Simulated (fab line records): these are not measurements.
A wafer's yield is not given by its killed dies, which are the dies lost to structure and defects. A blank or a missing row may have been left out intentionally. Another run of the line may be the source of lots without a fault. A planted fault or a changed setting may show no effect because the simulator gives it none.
Struck lot and sound lot, side by side || flow n5Finfet || 37 steps out of a route of 1938
Sound: these wafers, L860.2, L860.4, L860.6. Struck: wafer L871.2. At the end, the cause is stated.
At each step with rows: each side's tool, then ch and its chambers, then its first start. Under that, the readings that differ: sound wafers || struck wafers || difference of the means || sigmas: that difference in standard deviations of wafers without a fault.
alike: a reading whose means differ by less than 2 such deviations, as well as words and numbers matching on both sides. not compared: withheld readings; readings where some wafer has no value; bounds like >300 that might hide an equal value; numbers whose values overlap and for which the record gives no deviation.
A row with sigmas, a row that says differs or no value, or rows on one side alone: a step with any of these is where the two part. Non-overlapping numbers with no deviation appear without sigmas and do not part them. A reading that every wafer of one side lacks parts them only if that side has two wafers or more.

first, 9 steps without rows for these wafers: N5_BEOL_M10_PEB_26 (peb time 60 s); N5_BEOL_M10_DEVELOP_27 (develop time 30 s); N5_BEOL_M10_DESCUM_33 (chemistry O2, time 7.9 s); N5_BEOL_M10_ETCH_65 (etches SiARC in CF4, target depth 39 nm, time 65 s); N5_BEOL_M10_ETCH_66 (etches SOC in N2/H2, target depth 120 nm, overetch 24 nm, time 180 s); N5_BEOL_M10_STRIP_69 (strips in N2/H2); N5_BEOL_M10_VIA_ETCH_34 (etches SiCOH lowk in C4F6/O2, target depth 184.5 nm, time 69.2 s); N5_BEOL_M10_STRIP_73 (strips in C4F6/O2); N5_BEOL_M10_STRIP_36 (strips in N2/H2).
N5_BEOL_M10_TRENCH_ETCH_37: etches SiCOH lowk in C4F6/O2, target depth 148.83 nm, time 48 s.
  sound on rieDiel-06 ch 1,3, day 9 18:02; struck on rieDiel-06 ch 0, day 12 14:58
{"reading": "oes_f_703_au (a.u.)", "sound": "0.65 0.72 0.66", "struck": 1.20, "difference": "+0.52", "sigmas": "+5"}
{"reading": "oes_o_777_au (a.u.)", "sound": "0.67 0.71 0.67", "struck": 1.12, "difference": "+0.44", "sigmas": "+4"}
{"reading": "rfFwdPowerW (W)", "sound": "341.9 342.9 341.7", "struck": 550.3, "difference": "+208.1", "sigmas": "+99 or more"}
{"reading": "rfVppV (V)", "sound": "692 698 691", "struck": 564, "difference": -130, "sigmas": -5}
{"reading": "model.etch.depthNm (nm)", "sound": "140.4 153.5 141.1", "struck": 174.3, "difference": "+29.3", "sigmas": ""}
{"reading": "model.BEOL_M10.featureDepthNm (nm)", "sound": "140.4 153.6 141", "struck": 174.2, "difference": "+29.2", "sigmas": ""}
{"reading": "model.TiN_of_BEOL_M10_HM_DEP_02.thkNm (nm)", "sound": "16 16 15.8", "struck": 15.4, "difference": -0.5, "sigmas": ""}
  alike: O2_flow_sccm, drypumpMotorCurrentA, oesProductAu, showerheadPlenumPTorr, throttleValvePct
  not compared: rfHoursCounterH
then, 2 steps without rows for these wafers: N5_BEOL_M10_ETCH_41 (etches SiCN in CH3F/O2, target depth 42.6 nm, time 86 s); N5_BEOL_M10_STRIP_77 (strips in N2/H2, time 10 s).
N5_BEOL_M10_OCD_MEAS_38:
  sound: ocd-02 at day 9 18:14; struck: ocd-01 at day 12 15:09
{"reading": "trenchDepthNm (nm)", "sound": "140 153 141", "struck": 174, "difference": "+29", "sigmas": "+8"}
then, 13 steps without rows for these wafers: N5_BEOL_M10_HM_STRIP_39 (strips TiN in peroxide tin strip, target depth 25 nm, time 158 s); N5_BEOL_M10_SRD_40 (time 30 s); N5_BEOL_M10_PRECLEAN_42 (cleans in residue remover, time 60 s); N5_BEOL_M10_SRD_43 (time 30 s); N5_BEOL_M10_CURE_72 (cures SiCOH lowk, time 120 s); N5_BEOL_M10_DEGAS_44 (time 60 s); N5_BEOL_M10_PRE_CLEAN_45 (time 30 s); N5_BEOL_M10_ALD_74 (deposits TaN, target thk 2 nm, pulse time 2 s, purge time 3 s); N5_BEOL_M10_SURFACE_TREAT_76; N5_BEOL_M10_CVD_75 (deposits Co from CCTBA/H2, target thk 2 nm, time 138.9 s); N5_BEOL_M10_SPUTTER_48 (material Cu, target thk 12 nm, time 2 s); N5_BEOL_M10_ECD_50 (material Cu, target thk 318 nm); N5_BEOL_M10_ANNEAL_51 (time 90 s).
N5_BEOL_M10_CMP_52: polishes, stops on SiCOH lowk, t overpolish 7 s, target thk 140 nm.
  sound on cmp-03 ch 0,2,3, day 9 20:26; struck on cmp-01 ch 2, day 12 17:26
{"reading": "motorCurrentA (A)", "sound": "7.1 6.1 7.3", "struck": 5.1, "difference": -1.7, "sigmas": -3}
{"reading": "model.Cu_of_BEOL_M10_ECD_50.thkNm (nm)", "sound": "132.6 144 131.8", "struck": 164.4, "difference": "+28.3", "sigmas": ""}
  alike: barrierFieldEndpointS, overpolishRunS, retainingRingPressureFrac, timeToEndpointS
N5_BEOL_M10_THK_MEAS_53: measures by xrf.
  sound: filmMetro-02 at day 9 20:39; struck: filmMetro-01 at day 12 17:44
{"reading": "M10_THK (nm)", "sound": "133 146 133", "struck": 166, "difference": "+29", "sigmas": "+7"}
then, 2 steps without rows for these wafers: N5_BEOL_M10_PRE_CLEAN_55 (time 15 s); N5_BEOL_M10_DEP_56 (deposits SiCN from 3MS/NH3, target thk 15 nm, time 26.5 s).
N5_BEOL_M10_RS_MEAS_57: measurement is done with a four-point probe.
  sound: filmMetro-01 at day 9 20:49; struck: filmMetro-01 at day 12 17:52
{"reading": "M10_RS (ohm/sq)", "sound": "0.160 0.146 0.162", "struck": 0.127, "difference": -0.029, "sigmas": -6}
then, 5 steps without rows for these wafers: N5_BEOL_M11_ILD_DEP_00 (deposits SiCOH lowk from DEMS/porogen, target thk 308.51 nm, time 58 s); N5_BEOL_M11_CURE_71 (cures SiCOH lowk, time 240 s); N5_BEOL_M11_PECVD_70 (deposits SiO2 from TEOS/O2, target thk 20 nm, time 22.7 s); N5_BEOL_M11_HM_DEP_02 (deposits TiN, target thk 20 nm); N5_BEOL_M11_COAT_59 (time 60 s, resist thk 100 nm).
N5_BEOL_M15_RC_MEAS_101:
  sound on prober-01 ch 0, day 11 05:52; struck on prober-01 ch 0, day 13 21:46
{"reading": "COMB_M12 (S/m)", "sound": "8e-12 9.2e-12 6.8e-12", "struck": 5.5e-12, "difference": -2.5e-12, "sigmas": -2}
{"reading": "SERP_M10 (ohm/um)", "sound": "3.37 3.04 3.37", "struck": 2.56, "difference": -0.70, "sigmas": -6}
{"reading": "SERP_M10_max_site (ohm/um)", "sound": "3.44 3.13 3.41", "struck": 2.62, "difference": -0.71, "sigmas": -6}
  alike: COMB_M11, COMB_M13, COMB_M14, COMB_M15, COMB_M5, COMB_M6, COMB_M7, COMB_M8, COMB_M9, SERP_M11, SERP_M12, SERP_M13, SERP_M14, SERP_M5, SERP_M6, SERP_M7, SERP_M8, SERP_M9

== WHERE THEY PART ==
Earliest at N5_BEOL_M10_TRENCH_ETCH_37; latest, in this record, at N5_BEOL_M15_RC_MEAS_101.

WHY: what had been put in by the simulator
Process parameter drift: rieDiel-06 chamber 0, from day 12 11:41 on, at N5_BEOL_M10_TRENCH_ETCH_37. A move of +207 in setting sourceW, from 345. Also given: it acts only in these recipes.
